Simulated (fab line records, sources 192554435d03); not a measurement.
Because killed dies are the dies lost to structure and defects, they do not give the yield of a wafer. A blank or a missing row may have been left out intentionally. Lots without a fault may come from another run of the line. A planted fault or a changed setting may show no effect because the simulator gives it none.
Chamber matching ; flow n5_finfet ; N5_MOL_CONTACT_COAG_ALD_131 on ald_sin-01 has 4 sister chambers
The step deposits SiO2, target thk 5 nm, pulse time 1 s, co reactant pulse time 1 s. 14 wafers are shown with their chamber, then 7 later ones without.

## WAFERS WITH THEIR CHAMBER
wafer;chamber;heater_power_w (W);precursor_pulse_height_rel
L076.2;3;66;0.957
L076.5;0;82;1.007
L076.6;3;68;0.982
L077.2;2;62;1.006
L077.5;0;83;1.022
L077.6;1;76;1.037
L078.1;2;62;0.987
L078.3;3;67;0.998
L078.6;2;63;0.987
L084.3;2;63;1.034
L084.4;1;76;1.010
L084.5;2;63;1.013
L085.2;3;66;1.005
L085.3;1;76;0.998

SIGNATURES (means of the wafers above)
reading;chamber 0;chamber 1;chamber 2;chamber 3;scatter within a chamber
heater_power_w;82.50;76.00;62.60;66.75;0.667
precursor_pulse_height_rel;1.01450;1.01500;1.00540;0.98550;0.0196
Rule: for a wafer and a chamber, the distance is found by dividing, reading by reading, the gap between the wafer's reading and the chamber's mean by the reading's scatter, squaring, summing and taking the root. The wafer belongs to the nearest chamber; if the next one is less than 2 further off, it can't be placed. The scatter: the root of (the sum of the squares of (reading less its chamber's mean) over the shown wafers, divided by (wafers less chambers)).

## WAFERS MISSING THEIR CHAMBER
wafer;heater_power_w (W);precursor_pulse_height_rel
L085.6;64;1.005
L094.2;67;0.994
L094.3;63;0.977
L094.5;67;0.999
L096.2;68;0.995
L096.3;61;1.014
L096.4;80;1.009

## THE CHAMBER EACH PASSED THROUGH
wafer;from the rows above;in truth
L085.6;2;2
L094.2;3;3
L094.3;2;2
L094.5;3;3
L096.2;3;3
L096.3;2;2
L096.4;0;0
Placed correctly: 7 of 7. Number that these rows cannot place: 0. Wrongly placed: 0.
